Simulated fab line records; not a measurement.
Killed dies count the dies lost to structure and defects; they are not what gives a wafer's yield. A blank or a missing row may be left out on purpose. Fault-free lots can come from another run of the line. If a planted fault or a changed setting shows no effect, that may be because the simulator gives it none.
Chamber matching	flow n5 finfet	N5_SD_EPI_P_ETCH_36 on rie diel-02 has 4 sister chambers
The step etches SiARC in CF4, target depth 45.5 nm, time 75.8 s. 14 wafers are shown with their chamber, then 7 later ones without.

## WAFERS WITH THEIR CHAMBER
wafer	chamber	showerhead plenum p Torr (Torr)	drypump motor current A (A)	throttle valve pct (%)
L078.1	2	2.04	5.0	15.72
L078.3	0	2.23	5.2	15.92
L078.6	3	2.24	5.5	15.76
L081.1	3	2.24	5.5	15.76
L081.2	2	2.03	5.0	15.73
L081.3	0	2.23	5.2	15.92
L082.1	1	2.02	5.6	16.04
L082.2	0	2.23	5.2	15.92
L082.6	3	2.24	5.5	15.76
L084.1	3	2.24	5.5	15.80
L084.3	0	2.23	5.1	15.92
L084.6	2	2.03	5.0	15.73
L088.1	1	2.01	5.6	16.04
L088.2	3	2.23	5.5	15.81

SIGNATURES (means of the wafers above)
reading	chamber 0	chamber 1	chamber 2	chamber 3	scatter within a chamber
showerhead plenum p Torr	2.2300	2.0150	2.0333	2.2380	0.00443
drypump motor current A	5.175	5.600	5.000	5.500	0.0274
throttle valve pct	15.9200	16.0400	15.7267	15.7780	0.016
Rule: a wafer's distance from a chamber is the root of the sum, over the readings, of the square of ((its reading less the chamber's mean) divided by the reading's scatter). The wafer belongs to the nearest chamber; if the next one is less than 2 further off, it can't be placed. The scatter is the square root of a quotient: the sum, over the shown wafers, of each reading's squared deviation from its chamber's mean, divided by wafers minus chambers.

## WAFERS WHOSE CHAMBER IS MISSING
wafer	showerhead plenum p Torr (Torr)	drypump motor current A (A)	throttle valve pct (%)
L088.5	2.01	5.6	16.05
L091.2	2.23	5.5	15.82
L091.3	2.22	5.2	15.97
L091.4	2.22	5.2	15.98
L093.2	2.23	5.5	15.82
L093.4	2.29	5.0	15.25
L093.6	2.22	5.2	15.99

## EACH ONE'S CHAMBER
wafer	from the rows above	in truth
L088.5	1	1
L091.2	3	3
L091.3	0	0
L091.4	0	0
L093.2	3	3
L093.4	3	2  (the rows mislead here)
L093.6	0	0
Correct placement for 6 of the 7. Left unplaced by these rows: 0. Number placed wrongly: 1.
